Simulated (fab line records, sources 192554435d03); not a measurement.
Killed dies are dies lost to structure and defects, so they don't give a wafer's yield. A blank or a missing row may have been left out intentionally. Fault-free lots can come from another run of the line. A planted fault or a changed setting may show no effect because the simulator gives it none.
fab line records | flow n5Finfet
record lots=10 | wafers=30 | lastDay=19
route steps=1938 shown BEOL_M1@818 BEOL_M4@1111 PASSIVATION@1936
lots with no fault: from the same line, run without faults
startH: hours from the record's opening day to when the first of the lot's shown wafers began | waitH: how many hours have passed since the lot's step before this one | " same as the row above | L1.1+2: a single row standing in for several wafers | - either no value or no given start | * or withheld: withheld | < > ~ a bound
route shown NAME@n: names a module that has steps shown in the file, with the first one's number in the route | usual: mean/standard deviation taken from wafers without a fault | same: alike in all rows | chamber/n: place in a boat | sites: each site's reading | _std_site: standard deviation across them | _edge_site: outer sites' mean less inner sites' | radiusMm: for every site, how far away it sits from the centre of the wafer | mask NAME#n: copy n | behind: the tool/chamber that last shaped the wafer | hold: cause of the lot's hold/its duration in hours/its outcome | device: transistor that didn't switch, given as n, p or np | end of line: at the end of the route, the tests of the same wafers | where a step has no rows: the recipe by itself | killed: dies that structure and defects cost at the first sort, which is not the same as the wafer's yield | map: per-die view of a wafer (x killed, . not killed, _ where there is no die)
set.NAME: the setting that was run; set.NAME@STEP: the one run at that earlier step | model.NAME: the simulator's own value behind a step, which no gauge read
route steps across a sampled set of lots; one table per step, one row per wafer
services: from which hour (startH, from the record's first day; less than 0 if before it) a tool's chamber was out of use, for how many hours, and why
## steps
# step N5_BEOL_M1_SPUTTER_81
# recipe material=Cu | targetThkA=45 | tempC=-20 | chamberPressurePa=0.07 | powerW=withheld | timeS=8.29
# usual chuckGasFlowSccm=1.25/0.054 | throttleValvePct=30.1/1.4
lot.wafer | tool          | chamber | startH | waitH | chuckGasFlowSccm | throttleValvePct
L760.2    | pvdSputter-02 | -       | 151.83 | 0.1   | 1.27             | 28.0
L760.4    | "             | -       | "      | "     | 1.35             | 30.2
L760.6    | "             | -       | "      | "     | 1.25             | 31.2
L761.1    | pvdSputter-03 | -       | 160.21 | 0.1   | 1.17             | 29.7
L761.4    | "             | -       | "      | "     | 1.28             | 27.9
L761.6    | "             | -       | "      | "     | 1.19             | 29.7
L768.2    | pvdSputter-03 | -       | 198.65 | 0.1   | 1.17             | 30.6
L768.4    | "             | -       | "      | "     | 1.22             | 30.2
L768.6    | "             | -       | "      | "     | 1.29             | 28.5
L770.3    | pvdSputter-01 | -       | 206.71 | 0.1   | 1.20             | 33.4
L770.4    | "             | -       | "      | "     | 1.29             | 31.6
L770.5    | "             | -       | "      | "     | 1.23             | 29.5
L774.1    | pvdSputter-02 | -       | 231.20 | 0.1   | 1.31             | 28.3
L774.2    | "             | -       | "      | "     | 1.23             | 29.9
L774.4    | "             | -       | "      | "     | 1.21             | 31.0
L776.2    | pvdSputter-01 | -       | 252.77 | 0.1   | 1.28             | 29.2
L776.4    | "             | -       | "      | "     | 1.25             | 33.0
L776.6    | "             | -       | "      | "     | 1.34             | 30.5
L777.3    | pvdSputter-02 | -       | 259.07 | 0.1   | 1.18             | 30.9
L777.4    | "             | -       | "      | "     | 1.25             | 30.3
L777.5    | "             | -       | "      | "     | 1.26             | 30.9
L778.1    | pvdSputter-02 | -       | 261.35 | 0.1   | 1.25             | 30.9
L778.3    | "             | -       | "      | "     | 1.17             | 30.2
L778.4    | "             | -       | "      | "     | 1.33             | 30.0
L779.1    | pvdSputter-03 | -       | 264.23 | 0.1   | 1.26             | 28.0
L779.3    | "             | -       | "      | "     | 1.26             | 30.5
L779.4    | "             | -       | "      | "     | 1.36             | 28.2
L780.1    | pvdSputter-03 | -       | 270.62 | 0.1   | 1.31             | 28.2
L780.3    | "             | -       | "      | "     | 1.18             | 30.8
L780.6    | "             | -       | "      | "     | 1.36             | 28.3
# step N5_BEOL_M1_ANNEAL_91
# recipe tempC=400 | timeS=240 | ambient=vacuum
# usual heaterPowerW=781/88
lot.wafer | tool          | chamber | startH | waitH | heaterPowerW
L760.2    | pvdSputter-02 | -       | 152.57 | 0.0   | 795
L760.4    | "             | -       | "      | "     | 862
L760.6    | "             | -       | "      | "     | 663
L761.1    | pvdSputter-03 | -       | 160.95 | 0.0   | 741
L761.4    | "             | -       | "      | "     | 834
L761.6    | "             | -       | "      | "     | 749
L768.2    | pvdSputter-03 | -       | 199.39 | 0.0   | 742
L768.4    | "             | -       | "      | "     | 773
L768.6    | "             | -       | "      | "     | 804
L770.3    | pvdSputter-01 | -       | 207.45 | 0.0   | 886
L770.4    | "             | -       | "      | "     | 661
L770.5    | "             | -       | "      | "     | 942
L774.1    | pvdSputter-02 | -       | 231.94 | 0.0   | 781
L774.2    | "             | -       | "      | "     | 851
L774.4    | "             | -       | "      | "     | 661
L776.2    | pvdSputter-01 | -       | 253.51 | 0.0   | 933
L776.4    | "             | -       | "      | "     | 893
L776.6    | "             | -       | "      | "     | 756
L777.3    | pvdSputter-02 | -       | 259.81 | 0.0   | 665
L777.4    | "             | -       | "      | "     | 743
L777.5    | "             | -       | "      | "     | 645
L778.1    | pvdSputter-02 | -       | 262.09 | 0.0   | 657
L778.3    | "             | -       | "      | "     | 852
L778.4    | "             | -       | "      | "     | 755
L779.1    | pvdSputter-03 | -       | 264.97 | 0.0   | 831
L779.3    | "             | -       | "      | "     | 755
L779.4    | "             | -       | "      | "     | 813
L780.1    | pvdSputter-03 | -       | 271.36 | 0.0   | 785
L780.3    | "             | -       | "      | "     | 750
L780.6    | "             | -       | "      | "     | 816
# step N5_BEOL_M1_ECD_50
# recipe material=Cu | targetThkA=3000
lot.wafer  | tool     | chamber | startH | waitH
L760.2+4+6 | ecdCu-02 | 0       | 153.27 | 0.1
L761.1+4+6 | ecdCu-02 | 0       | 161.65 | 0.1
L768.2+4+6 | ecdCu-01 | 0       | 200.08 | 0.1
L770.3+4+5 | ecdCu-01 | 1,0,0   | 208.17 | 0.1
L774.1+2+4 | ecdCu-01 | 0,1,0   | 232.64 | 0.1
L776.2+4+6 | ecdCu-01 | 1,1,0   | 254.20 | 0.1
L777.3+4+5 | ecdCu-01 | 0,1,0   | 260.52 | 0.1
L778.1+3+4 | ecdCu-01 | 1,1,0   | 262.78 | 0.1
L779.1+3+4 | ecdCu-01 | 1,1,0   | 265.67 | 0.1
L780.1+3+6 | ecdCu-01 | 1,0,1   | 272.06 | 0.1
# step N5_BEOL_M1_CMP_52
# recipe stopOn=SiOC | tOverpolishS=6.8 | downForcePsi=1 | platenRpm=50 | clearingPlatenDownForcePsi=1.5 | clearingPlatenRpm=50 | postCmpClean=cuAlkaline | targetThkNm=40 | clearingPlatenPadVelocityMS=0.99484 | padVelocityMS=0.99484
# usual headPressurePsi=0.9998/0.0021 | motorCurrentA=6.0/0.53 | timeToEndpointS=61/3.2
lot.wafer | tool   | chamber | startH | waitH | headPressurePsi | motorCurrentA | timeToEndpointS
L760.2    | cmp-02 | 2       | 153.68 | 0.2   | 1.0026          | 6.1           | 63
L760.4    | "      | 3       | "      | "     | 0.9959          | 6.1           | 60
L760.6    | "      | 2       | "      | "     | 0.9997          | 6.4           | 66
L761.4    | cmp-03 | 1       | 162.25 | 0.3   | 1.0016          | 5.2           | 62
L761.1    | "      | 2       | "      | "     | 0.9977          | 6.2           | 60
L761.6    | "      | 0       | "      | "     | 0.9991          | 5.1           | 61
L768.4    | cmp-01 | 3       | 200.54 | 0.2   | 0.9995          | 5.2           | 0
L768.2    | "      | 0       | "      | "     | 0.9974          | 6.3           | 0
L768.6    | "      | 1       | "      | "     | 1.0005          | 5.8           | 3
L770.4    | cmp-03 | 0       | 208.57 | 0.2   | 1.0018          | 5.2           | 0
L770.3    | "      | 2       | "      | "     | 0.9961          | 6.3           | 0
L770.5    | "      | 0       | "      | "     | 1.0004          | 4.9           | 0
L774.1    | cmp-02 | 1       | 233.13 | 0.3   | 1.0004          | 6.1           | 62
L774.2    | "      | 2       | "      | "     | 1.0012          | 6.2           | 63
L774.4    | "      | 3       | "      | "     | 1.0026          | 5.4           | 59
L776.4    | cmp-01 | 1       | 254.62 | 0.2   | 0.9991          | 5.7           | 63
L776.2    | "      | 3       | "      | "     | 1.0001          | 5.2           | 60
L776.6    | "      | 0       | "      | "     | 1.0007          | 5.9           | 61
L777.4    | cmp-01 | 2       | 260.92 | 0.2   | 0.9988          | 6.5           | 55
L777.3    | "      | 0       | "      | "     | 0.9984          | 6.1           | 57
L777.5    | "      | 2       | "      | "     | 1.0001          | 6.5           | 57
L778.4    | cmp-01 | 2       | 263.27 | 0.2   | 1.0017          | 6.4           | 58
L778.1    | "      | 3       | "      | "     | 1.0006          | 5.3           | 62
L778.3    | "      | 0       | "      | "     | 0.9983          | 6.0           | 59
L779.1    | cmp-02 | 2       | 266.08 | 0.3   | 0.9990          | 6.6           | 64
L779.3    | "      | 3       | "      | "     | 1.0029          | 5.4           | 61
L779.4    | "      | 0       | "      | "     | 0.9988          | 6.6           | 55
L780.1    | cmp-02 | 1       | 272.43 | 0.3   | 1.0016          | 5.6           | 67
L780.3    | "      | 3       | "      | "     | 0.9958          | 5.7           | 58
L780.6    | "      | 1       | "      | "     | 0.9968          | 6.2           | 65
# step N5_BEOL_M1_DEP_57
# recipe material=SiCN | targetThkA=80 | tempC=withheld | precursor=3MS/NH3 | pressureTorr=3 | rfW=202 | timeS=14
# usual showerheadPlenumPTorr=3.666/0.013 | throttleValvePct=9.1/0.64
lot.wafer | tool     | chamber | startH | waitH | showerheadPlenumPTorr | throttleValvePct
L760.2    | pecvd-01 | 0       | 154.13 | 0.0   | 3.678                 | 8.9
L760.4    | "        | 1       | "      | "     | 3.648                 | 8.5
L760.6    | "        | 0       | "      | "     | 3.678                 | 8.8
L761.1    | pecvd-01 | 2       | 162.80 | 0.1   | 3.681                 | 9.9
L761.4    | "        | 2       | "      | "     | 3.687                 | 9.6
L761.6    | "        | 2       | "      | "     | 3.672                 | 9.5
L768.2    | pecvd-03 | 2       | 200.96 | 0.0   | 3.674                 | 8.7
L768.4    | "        | 2       | "      | "     | 3.671                 | 8.4
L768.6    | "        | 2       | "      | "     | 3.665                 | 8.6
L770.3    | pecvd-01 | 0       | 209.05 | 0.0   | 3.677                 | 8.8
L770.4    | "        | 1       | "      | "     | 3.670                 | 8.3
L770.5    | "        | 1       | "      | "     | 3.663                 | 8.4
L774.1    | pecvd-01 | 1       | 233.62 | 0.0   | 3.661                 | 8.7
L774.2    | "        | 2       | "      | "     | 3.677                 | 8.3
L774.4    | "        | 2       | "      | "     | 3.676                 | 7.9
L776.2    | pecvd-01 | 0       | 255.07 | 0.0   | 3.671                 | 8.8
L776.4    | "        | 2       | "      | "     | 3.676                 | 8.1
L776.6    | "        | 1       | "      | "     | 3.675                 | 8.2
L777.3    | pecvd-04 | 2       | 261.37 | 0.0   | 3.636                 | 8.3
L777.4    | "        | 1       | "      | "     | 3.666                 | 9.6
L777.5    | "        | 2       | "      | "     | 3.632                 | 8.8
L778.1    | pecvd-03 | 2       | 263.77 | 0.0   | 3.671                 | 8.6
L778.3    | "        | 0       | "      | "     | 3.669                 | 10.2
L778.4    | "        | 2       | "      | "     | 3.662                 | 8.4
L779.1    | pecvd-04 | 1       | 266.53 | 0.0   | 3.661                 | 9.5
L779.3    | "        | 2       | "      | "     | 3.648                 | 8.8
L779.4    | "        | 2       | "      | "     | 3.638                 | 8.8
L780.1    | pecvd-03 | 0       | 272.92 | 0.0   | 3.666                 | 10.3
L780.3    | "        | 1       | "      | "     | 3.661                 | 10.0
L780.6    | "        | 1       | "      | "     | 3.658                 | 9.9
# step N5_BEOL_M4_RC_MEAS_101
# usual DIBL_N=36.1/1.6 | DIBL_P=35.8/2 | IOFF_N=0.157/0.029 | IOFF_P=0.21/0.034 | ION_N=677/13 | ION_P=465/8.1 | SS_N=71.3/0.61 | SS_P=73.2/0.65 | VT_N=249/3.3 | VT_P=-250/3.2
lot.wafer | tool      | chamber | startH | waitH | DIBL_N[mV/V] | DIBL_P[mV/V] | IOFF_N[nA/um] | IOFF_P[nA/um] | ION_N[uA/um] | ION_P[uA/um] | SS_N[mV/dec] | SS_P[mV/dec] | VT_N[mV] | VT_P[mV]
L760.2    | prober-01 | 0       | 217.49 | 0.2   | 33.4         | 31.8         | 0.111         | 0.16          | 658          | 455          | 70.3         | 72.7         | 254      | -255
L760.4    | "         | 0       | "      | "     | 35.9         | 34.4         | 0.152         | 0.20          | 693          | 473          | 70.8         | 72.9         | 248      | -249
L760.6    | "         | 0       | "      | "     | 33.6         | 31.7         | 0.112         | 0.16          | 679          | 467          | 70.9         | 72.5         | 253      | -254
L761.1    | prober-01 | 0       | 229.16 | 0.0   | 36.8         | 34.7         | 0.162         | 0.22          | 686          | 473          | 71.3         | 73.4         | 246      | -247
L761.4    | "         | 0       | "      | "     | 36.6         | 35.0         | 0.168         | 0.23          | 684          | 465          | 71.1         | 73.3         | 245      | -246
L761.6    | "         | 0       | "      | "     | 37.4         | 35.3         | 0.169         | 0.23          | 670          | 464          | 71.2         | 72.9         | 247      | -248
L774.1    | prober-01 | 0       | 307.68 | 0.1   | 36.0         | 36.3         | 0.141         | 0.21          | 678          | 466          | 71.5         | 74.2         | 252      | -247
L774.2    | "         | 0       | "      | "     | 36.1         | 35.9         | 0.144         | 0.22          | 670          | 460          | 71.0         | 73.0         | 250      | -248
L774.4    | "         | 0       | "      | "     | 35.5         | 35.3         | 0.136         | 0.21          | 664          | 463          | 71.3         | 73.2         | 253      | -248
L776.2    | prober-01 | 0       | 315.69 | 0.2   | 36.5         | 35.9         | 0.157         | 0.23          | 671          | 466          | 71.4         | 72.8         | 248      | -249
L776.4    | "         | 0       | "      | "     | 35.2         | 34.7         | 0.133         | 0.21          | 681          | 476          | 70.9         | 72.9         | 253      | -249
L776.6    | "         | 0       | "      | "     | 34.0         | 34.3         | 0.127         | 0.20          | 683          | 477          | 71.1         | 72.5         | 251      | -251
L777.3    | prober-02 | 0       | 315.75 | 0.3   | 38.4         | 38.3         | 0.216         | 0.26          | 694          | 470          | 71.6         | 73.8         | 246      | -246
L777.4    | "         | 0       | "      | "     | 35.2         | 34.8         | 0.145         | 0.21          | 676          | 467          | 71.3         | 72.8         | 251      | -248
L777.5    | "         | 0       | "      | "     | 35.5         | 34.9         | 0.156         | 0.21          | 684          | 465          | 71.2         | 72.8         | 251      | -250
L778.1    | prober-02 | 0       | 321.63 | 0.0   | 36.3         | 36.8         | 0.149         | 0.21          | 681          | 467          | 71.3         | 72.9         | 248      | -253
L778.3    | "         | 0       | "      | "     | 34.6         | 35.0         | 0.125         | 0.17          | 665          | 463          | 71.1         | 73.0         | 251      | -256
L778.4    | "         | 0       | "      | "     | 37.7         | 38.3         | 0.171         | 0.22          | 680          | 469          | 71.8         | 73.6         | 250      | -250
L779.1    | prober-02 | 0       | 325.05 | 0.0   | 37.0         | 38.1         | 0.190         | 0.24          | 696          | 478          | 70.9         | 74.2         | 244      | -249
L779.3    | "         | 0       | "      | "     | 38.2         | 39.0         | 0.210         | 0.25          | 696          | 474          | 71.6         | 73.7         | 242      | -248
L779.4    | "         | 0       | "      | "     | 36.7         | 37.3         | 0.182         | 0.23          | 685          | 468          | 71.7         | 73.2         | 248      | -246
L780.1    | prober-02 | 0       | 342.88 | 0.0   | 37.4         | 38.5         | 0.181         | 0.25          | 683          | 464          | 72.0         | 73.1         | 248      | -249
L780.3    | "         | 0       | "      | "     | 37.5         | 37.4         | 0.181         | 0.24          | 694          | 476          | 72.1         | 73.9         | 246      | -248
L780.6    | "         | 0       | "      | "     | 36.9         | 37.8         | 0.172         | 0.24          | 696          | 480          | 71.8         | 73.8         | 249      | -249
# step N5_PASSIVATION_PROBE_49
# usual defectLimitedYield=91.0/1.4 | killed_at_M0_to_M3=33/11 | killed_at_M4_up=14/5 | killedAtContacts=11/7.3 | killedAtFrontEnd=43/12 | killedAtOther=4/3.1 | killedDies=106/17 | killedOnRim=14/3.8 | killedOpen=69/13 | killedShort=34/8.7 | sort_bin_5_function=5.2/0.96 | sort_bin_6_memory=3.3/0.66 | sortNPass=1074/17 | sortYieldPct=91.0/1.4
# same grossDies=1180 | killedAtBackSide=0 | sort_bin_4_leakage[%]=0 | sort_bin_8_speed[%]=0
lot.wafer | tool      | chamber | startH | waitH | defectLimitedYield[%] | killed_at_M0_to_M3 | killed_at_M4_up | killedAtContacts | killedAtFrontEnd | killedAtOther | killedDies | killedOnRim | killedOpen | killedShort | sort_bin_5_function[%] | sort_bin_6_memory[%] | sortNPass | sortYieldPct[%]
L768.2    | prober-02 | -       | 357.36 | 0.1   | 0                     | 1119               | 10              | 14               | 36               | 1             | 1180       | 152         | 56         | 31          | 97.1                   | 2.4                  | 0         | 0
L768.4    | prober-02 | -       | 357.46 | 0.2   | 0                     | 1092               | 20              | 4                | 60               | 4             | 1180       | 152         | 72         | 50          | 95.8                   | 3.5                  | 0         | 0
L768.6    | prober-02 | -       | 357.56 | 0.3   | 0                     | 1091               | 18              | 7                | 61               | 3             | 1180       | 152         | 83         | 46          | 95.7                   | 3.8                  | 0         | 0
L770.3    | prober-02 | -       | 384.38 | 0.1   | 0                     | 1109               | 5               | 17               | 43               | 6             | 1180       | 152         | 59         | 39          | 96.1                   | 3.3                  | 0         | 0
L770.4    | prober-02 | -       | 384.43 | 0.2   | 0                     | 1107               | 10              | 15               | 41               | 7             | 1180       | 152         | 58         | 35          | 96.4                   | 3.4                  | 0         | 0
L770.5    | prober-02 | -       | 384.48 | 0.2   | 0                     | 1109               | 10              | 13               | 42               | 6             | 1180       | 152         | 82         | 33          | 95.6                   | 4.1                  | 0         | 0
L774.2    | prober-02 | -       | 425.40 | 0.1   | 89.5                  | 52                 | 16              | 9                | 43               | 4             | 124        | 25          | 77         | 46          | 6.3                    | 3.8                  | 1056      | 89.5
# killed by level:class
L768.2 BEOL_M1:areaEcd=1093 MOL_CONTACT_COAG:geometricParticle:open=11 FIN_SAQP:geometricParticle:short=7 GATE_CUT:geometricParticle:short=7 BEOL_M0_SAQP:geometricParticle:short=6 BEOL_M0_SAQP:geometricParticle:open=6 BEOL_M2:geometricParticle:open=5 BEOL_M3:geometricParticle:open=5
L768.4 BEOL_M1:areaEcd=1058 GATE_CUT:geometricParticle:short=14 FIN_SAQP:geometricParticle:short=12 BEOL_M4:geometricParticle:open=12 FIN_SAQP:geometricParticle:open=11 BEOL_M0_SAQP:geometricParticle:open=9 STI_FIN_REVEAL:geometricParticle:open=6 BEOL_M1:geometricParticle:open=6
L768.6 BEOL_M1:areaEcd=1051 FIN_SAQP:geometricParticle:short=20 BEOL_M0_SAQP:geometricParticle:open=12 FIN_SAQP:geometricParticle:open=10 BEOL_M2:geometricParticle:open=10 BEOL_M4:geometricParticle:open=9 DUMMY_GATE:geometricParticle:open=6 GATE_CUT:geometricParticle:short=5
L770.3 BEOL_M1:areaEcd=1082 BEOL_M0_SAQP:geometricParticle:short=14 MOL_CONTACT_COAG:geometricParticle:open=14 STI_FIN_REVEAL:geometricParticle:open=11 FIN_SAQP:geometricParticle:open=10 FIN_SAQP:geometricParticle:short=5 STI_FIN_REVEAL:geometricParticle:short=4 DUMMY_GATE:geometricParticle:open=4
L770.4 BEOL_M1:areaEcd=1086 MOL_CONTACT_COAG:geometricParticle:open=13 FIN_SAQP:geometricParticle:open=10 STI_FIN_REVEAL:geometricParticle:open=10 FIN_SAQP:geometricParticle:short=6 BEOL_M1:geometricParticle:open=6 BEOL_M0_SAQP:geometricParticle:short=5 STI_FIN_REVEAL:geometricParticle:short=4
L770.5 BEOL_M1:areaEcd=1065 STI_FIN_REVEAL:geometricParticle:open=15 BEOL_M0_SAQP:geometricParticle:open=13 BEOL_M0_SAQP:geometricParticle:short=12 MOL_CONTACT_COAG:geometricParticle:open=11 FIN_SAQP:geometricParticle:open=10 BEOL_M1:geometricParticle:open=7 BEOL_M1:geometricParticle:short=5
L774.2 BEOL_M1:geometricParticle:open=15 STI_FIN_REVEAL:geometricParticle:open=13 BEOL_M0_SAQP:geometricParticle:short=12 BEOL_M3:geometricParticle:open=12 GATE_CUT:geometricParticle:short=10 MOL_CONTACT_COAG:geometricParticle:open=8 BEOL_M5:geometricParticle:open=8 FIN_SAQP:geometricParticle:short=6
## services
tool     | chamber | startH | hours | kind
cmp-03   | -       | 128.98 | 12.4  | pm
ecdCu-01 | -       | 132.12 | 0.9   | repair
pecvd-03 | 2       | 142.11 | 7.6   | repair
cmp-01   | -       | 149.83 | 0.3   | repair
ecdCu-01 | -       | 151.88 | 4.4   | repair
pecvd-03 | -       | 154.55 | 6.0   | pm
pecvd-01 | 0       | 157.27 | 29.6  | repair
cmp-02   | -       | 158.84 | 4.6   | pm
pecvd-01 | 1       | 162.53 | 5.0   | scheduledDown
cmp-02   | -       | 164.31 | 1.0   | repair
cmp-03   | -       | 168.02 | 4.0   | pm
ecdCu-02 | -       | 170.25 | 0.3   | repair
pecvd-04 | 1       | 177.63 | 6.5   | repair
ecdCu-01 | -       | 177.76 | 2.0   | repair
cmp-01   | -       | 178.30 | 3.8   | pm
pecvd-01 | -       | 180.22 | 1.5   | repair
cmp-01   | -       | 184.37 | 8.5   | repair
pecvd-01 | 2       | 202.38 | -     | clean
pecvd-01 | 2       | 202.38 | -     | consumableReplace:showerhead
pecvd-01 | 2       | 202.38 | 29.0  | scheduledDown
pecvd-01 | 2       | 202.38 | 29.0  | ventCycle
cmp-03   | -       | 211.86 | 0.5   | repair
cmp-02   | -       | 212.65 | 4.0   | pm
cmp-02   | -       | 253.81 | 1.8   | repair
## key
firstSign step=N5_BEOL_M1_CMP_52 | reading=timeToEndpointS | direction=down | sigmas=19 | usual=* | struck=*
effect step=N5_PASSIVATION_PROBE_49 | reading=killed_at_M0_to_M3 | direction=up | sigmas=99+ | usual=33 | struck=1104
moreKillsBornAt N5_BEOL_M1_ECD_50@ecdCu-01=6434
metAt N5_BEOL_M1_ECD_50
struckLots L768,L770
laterRowsLeftOut L768.2,L768.4,L768.6,L770.3,L770.4,L770.5
notActingAt N5_BEOL_M1_SPUTTER_81,N5_BEOL_M1_ANNEAL_91,N5_BEOL_M1_DEP_57
fault kind=skippedStepWhole | tool=ecdCu-01 | chamber=- | onsetH=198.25 | steps=N5_BEOL_M1_ECD_50 | scope=struckLotsOnly
# laterRowsLeftOut: the simulator's readings of these wafers behind a module that went badly wrong aren't trusted and aren't shown, but for the sort
